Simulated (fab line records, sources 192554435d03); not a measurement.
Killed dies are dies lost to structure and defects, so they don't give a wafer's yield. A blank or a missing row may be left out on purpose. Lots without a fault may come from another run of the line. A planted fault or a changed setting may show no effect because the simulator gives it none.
Split-lot experiment | flow n5_finfet | 7 lots, 21 wafers read, on a route of 1938 steps

THE SPLIT
At N5_BEOL_M3_ETCH_64 (etches SOC in N2/H2, target depth 75 nm, overetch 15 nm, time 112.5 s), the setting bias_w was moved away from the recipe's 150 W on 9 of the 21 wafers read, by -8.1% to +10.1%. The other wafers ran this setting at the recipe's value.

The reading is taken at the split's own step.

THE READING
rf_vpp_V, in V, at N5_BEOL_M3_ETCH_64 (etches SOC in N2/H2, target depth 75 nm, overetch 15 nm, time 112.5 s). Fault-free wafers of this fab line usually give 523.8 V, standard deviation 1.6 V.

wafer  | tool, chamber at the split | bias_w as run, W | against the recipe | rf_vpp_V, V | against lot-mates on the recipe
L075.3 | rie_diel-06, 2             | 150              | recipe             | 524.7       | -
L075.4 | rie_diel-06, 3             | 150              | recipe             | 523.3       | -
L075.5 | rie_diel-06, 0             | 150              | recipe             | 523.2       | -
L078.1 | rie_diel-05, 3             | 137.8            | -8.1%              | 496.5       | -24.9
L078.2 | rie_diel-05, 0             | 137.8            | -8.1%              | 497.2       | -24.2
L078.6 | rie_diel-05, 1             | 150              | recipe             | 521.4       | -
L079.4 | rie_diel-03, 1             | 150              | recipe             | 526.8       | -
L079.5 | rie_diel-03, 2             | 150              | recipe             | 525.8       | -
L079.6 | rie_diel-03, 1             | 150              | recipe             | 525.0       | -
L090.3 | rie_diel-03, 1             | 164.9            | +9.9%              | 557.2       | +35.4
L090.5 | rie_diel-03, 0             | 150              | recipe             | 521.8       | -
L090.6 | rie_diel-03, 3             | 164.9            | +9.9%              | 556.7       | +34.9
L091.2 | rie_diel-03, 2             | 164.1            | +9.4%              | 557.5       | +36.2
L091.4 | rie_diel-03, 0             | 150              | recipe             | 521.1       | -
L091.6 | rie_diel-03, 0             | 150              | recipe             | 521.5       | -
L092.1 | rie_diel-05, 2             | 150              | recipe             | 523.5       | -
L092.3 | rie_diel-05, 0             | 158.4            | +5.6%              | 541.6       | +18.1
L092.5 | rie_diel-05, 1             | 158.4            | +5.6%              | 541.0       | +17.5
L094.2 | rie_diel-03, 2             | 165.2            | +10.1%             | 559.4       | +36.3
L094.3 | rie_diel-03, 0             | 150              | recipe             | 523.1       | -
L094.5 | rie_diel-03, 0             | 165.2            | +10.1%             | 555.4       | +32.3

THE FIT
A straight line over all 21 wafers: rf_vpp_V changes by +3.36 V for each +1% of bias_w; r = +1.00; the points scatter about the line by 1.7 V.
The same after taking each lot's own level away (the mean of its wafers on the recipe; 21 wafers): +3.36 V for each +1%; r = +1.00; scatter 1.6 V.
On that fit, the largest move of bias_w shifts the reading by 34 V.
The lots' own levels span 521.30 to 525.87 V, that is 2.9 times the standard deviation above.
So the lot-to-lot level changes the slope little: the two slopes agree.
Check: with one of the wafers moved furthest among these (+10.1%) left out of the fit, the line predicts +34.3 V for it against its lot-mates. It came out at +36.3 V against them.
Tool readings at the split's step, against how far the setting was moved: rf_vpp_V r = +1.00.

OTHER SPLITS ON THESE WAFERS
These wafers also went through other splits before the reading. Each is held against what the fit with the lots' levels taken away leaves over:
other split on the same wafers   | wafers away from the commonest value | r with rf_vpp_V (lot level and that fit taken away)
N5_BEOL_M0_CUTY_ETCH_63 source_w | 8                                    | -0.34
N5_BEOL_M1_ILD_DEP_00 time_s     | 7                                    | +0.22
N5_BEOL_M1_COAT_05 spin_rpm      | 4                                    | -0.17
N5_BEOL_M2_DESCUM_16 time_s      | 8                                    | +0.13
N5_BEOL_M2_COAT_67 spin_rpm      | 7                                    | +0.27

THE WHOLE CHAIN: every reading that the file lists as answering this split, in the file's order
step               | what it does                                                          | reading                                                                          | change (the file's fit)                | r (the file's)
N5_BEOL_M3_ETCH_64 | etches SOC in N2/H2, target depth 75 nm, overetch 15 nm, time 112.5 s | rf_vpp_V                                                                         | +3.45 V for each +1% of the setting    | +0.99
N5_BEOL_M3_ETCH_64 | etches SOC in N2/H2, target depth 75 nm, overetch 15 nm, time 112.5 s | SiARC_of_BEOL_M3_COAT_62.thk_nm (the simulator's own value, which no gauge read) | -0.0628 nm for each +1% of the setting | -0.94

THE FILE'S OWN FIT
rf_vpp_V changes by +3.45 V for each +1% of bias_w, r = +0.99.
